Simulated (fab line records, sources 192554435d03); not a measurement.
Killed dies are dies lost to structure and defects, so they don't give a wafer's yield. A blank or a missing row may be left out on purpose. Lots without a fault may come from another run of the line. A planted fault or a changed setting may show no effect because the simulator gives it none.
Chamber matching | flow n5_finfet | N5_PASSIVATION_STRIP_34 on rie_diel-02: 4 sister chambers
The step strips in O2. 8 wafers are shown with their chamber, then 6 later ones without.

WAFERS WITH THEIR CHAMBER
wafer  | chamber | drypump_motor_current_A (A) | throttle_valve_pct (%)
L482.6 | 3       | 5.9                         | 16.46
L489.3 | 0       | 5.0                         | 16.63
L489.5 | 3       | 6.0                         | 16.47
L493.3 | 2       | 6.2                         | 16.83
L493.5 | 0       | 5.0                         | 16.56
L491.2 | 2       | 6.3                         | 16.81
L491.3 | 1       | 5.5                         | 16.28
L491.6 | 1       | 5.5                         | 16.23

WAFERS WITHOUT THEIR CHAMBER
wafer  | drypump_motor_current_A (A) | throttle_valve_pct (%)
L492.2 | 5.0                         | 16.62
L492.5 | 5.5                         | 16.31
L492.6 | 5.1                         | 16.66
L495.1 | 5.0                         | 16.66
L495.3 | 6.2                         | 16.83
L495.4 | 5.5                         | 16.27

WHICH CHAMBER EACH WENT THROUGH
wafer  | from the rows above | in truth
L492.2 | 0                   | 0
L492.5 | 1                   | 1
L492.6 | 0                   | 0
L495.1 | 0                   | 0
L495.3 | 2                   | 2
L495.4 | 1                   | 1
Placed correctly: 6 of 6. Can't be placed from these rows: 0. Placed wrongly: 0.
How it was worked out, from the rows above alone: a wafer's distance from a chamber is the root of the sum, over the readings, of the square of ((its reading less the chamber's mean) divided by the reading's scatter). The wafer belongs to the nearest chamber; if the next one is less than 2 further off, it can't be placed. A chamber's mean is the mean of its shown wafers. The scatter: the root of (the sum of the squares of (reading less its chamber's mean) over the shown wafers, divided by (wafers less chambers)).
